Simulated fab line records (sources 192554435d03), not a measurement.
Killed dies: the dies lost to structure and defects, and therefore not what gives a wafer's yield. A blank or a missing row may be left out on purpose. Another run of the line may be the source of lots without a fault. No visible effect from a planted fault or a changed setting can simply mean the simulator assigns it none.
Struck lot and sound lot, side by side -- flow n5 finfet -- 36 steps out of a route of 1938
Sound: wafers L616.2, L616.4, L616.6. Struck: wafer L620.1; the same lot's L620.2 was not struck, so it is left out; see the end for the cause.
At each step with rows: each side's tool, then ch and its chambers, then its first start. Under that, the readings that differ: sound wafers -- struck wafers -- difference of the means -- sigmas: that difference in standard deviations of wafers without a fault.
alike: words and numbers the same on both sides, and readings whose means are apart by under 2 such deviations; not compared: readings that were withheld, readings missing a value for some wafer, numbers with overlapping values and no deviation given by the record, and bounds like >300 which may hide the same value.
The two part at a step that has a row with sigmas, a row that says differs or no value, or rows on one side only. Numbers that don't overlap but have no deviation are shown without sigmas and don't part them. A reading that every wafer of one side lacks parts them only if that side has two wafers or more.

first, 10 steps without rows for these wafers: N5_STI_FIN_REVEAL_PRECLEAN_18 (cleans in SC2, time 45 s); N5_STI_FIN_REVEAL_SRD_28 (time 30 s); N5_DUMMY_GATE_PRECLEAN_00 (cleans in O3/DIW, time 60 s); N5_DUMMY_GATE_SRD_01 (time 30 s); N5_DUMMY_GATE_ALD_02 (deposits SiO2, target thk 2 nm, pulse time 1 s); N5_DUMMY_GATE_CVD_03 (deposits a-Si from SiH4, target thk 150 nm, time 8042 s); N5_DUMMY_GATE_PRECLEAN_46 (cleans in DIW, time 89.5 s); N5_DUMMY_GATE_SRD_47 (dry time 32 s); N5_DUMMY_GATE_CMP_04 (polishes a-Si); N5_DUMMY_GATE_HM_DEP_06 (deposits SiNx from DCS/NH3, target thk 80 nm, time 5141 s).
N5_DUMMY_GATE_PECVD_30: deposits SiO2 from TEOS/O2, target thk 55 nm, time 10.8 s.
  sound on pecvd-04 ch 1,2, day 3 10:37; struck on pecvd-04 ch 1, day 4 09:13
reading,sound,struck,difference,sigmas
model.SiO2_of_DUMMY_GATE_PECVD_30.thk nm (nm),55.2 56.2 57,52.8,-3.3,
then, 22 steps without rows for these wafers: N5_DUMMY_GATE_COAT_34 (time 60 s, resist thk 60 nm); N5_DUMMY_GATE_COAT_35 (time 60 s, resist thk 10 nm); N5_DUMMY_GATE_COAT_28 (time 60 s, resist thk 10 nm); N5_DUMMY_GATE_COAT_09 (resist thk 30 nm); N5_DUMMY_GATE_EBR_11; N5_DUMMY_GATE_SOFTBAKE_10 (time 60 s); N5_DUMMY_GATE_EXPOSE_12 (exposes mask GATE, target cd 25 nm); N5_DUMMY_GATE_PEB_13 (peb time 60 s); N5_DUMMY_GATE_DEVELOP_14 (develop time 30 s); N5_DUMMY_GATE_DESCUM_20 (chemistry O2, time 6.2 s); N5_DUMMY_GATE_ETCH_29 (etches underlayer in N2/H2, target depth 13 nm); N5_DUMMY_GATE_ETCH_36 (etches SiARC in CF4, target depth 13 nm); N5_DUMMY_GATE_ETCH_37 (etches SOC in N2/H2, target depth 60 nm, overetch 30 nm); N5_DUMMY_GATE_STRIP_38 (strips in N2/H2); N5_DUMMY_GATE_STRIP_39 (strips in N2/H2); N5_DUMMY_GATE_TRIM_49 (chemistry O2, time 29 s, target cd 14 nm); N5_DUMMY_GATE_STRIP_40 (strips in CF4); N5_DUMMY_GATE_ETCH_31 (etches SiO2 in C4F6/O2, target depth 82.5 nm, time 27.5 s); N5_DUMMY_GATE_STRIP_41 (strips in O2); N5_DUMMY_GATE_HM_OPEN_21 (chemistry CH3F/O2, target SiNx, target depth 120 nm, time 171.4 s); N5_DUMMY_GATE_ETCH_32 (etches SiO2 in CF4, target depth 3.5 nm, time 3.9 s); N5_DUMMY_GATE_ETCH_23 (etches poly-Si in HBr/Cl2/O2, target depth 41 nm, time 22.3 s).
N5_DUMMY_GATE_ETCH_44: etches poly-Si in HBr/O2, stops on SiO2, target depth 127.5 nm.
  sound on rie si-02 ch 0,1,3, day 3 12:02; struck on rie si-05 ch 0, day 4 10:37
reading,sound,struck,difference,sigmas
model.SiO2_of_DUMMY_GATE_PECVD_30.thk nm (nm),38.4 39.2 40,35.6,-3.6,
  alike: drypump motor current A, he backside leak sccm, oes product au, throttle valve pct
  not compared: rf hours counter h
-- record jumps: 5 days separate the struck wafers' starts on either side; left off in module DUMMY_GATE, taken up again in module BEOL_M4, whose first shown step is the route's number 1111 --
N5_BEOL_M4_RC_MEAS_101:
  sound on prober-02 ch 0, day 8 10:31; struck on prober-01 ch 0, day 9 11:46
  alike: DIBL_N, DIBL_P, IOFF_N, IOFF_P, ION_N, ION_P, SS_N, SS_P, VT_N, VT_P
following that, these wafers have no rows for 1 step: N5_PASSIVATION_PROBE_49.

WHERE THEY PART
Nowhere in this record.

WHY: whatever the simulator had introduced
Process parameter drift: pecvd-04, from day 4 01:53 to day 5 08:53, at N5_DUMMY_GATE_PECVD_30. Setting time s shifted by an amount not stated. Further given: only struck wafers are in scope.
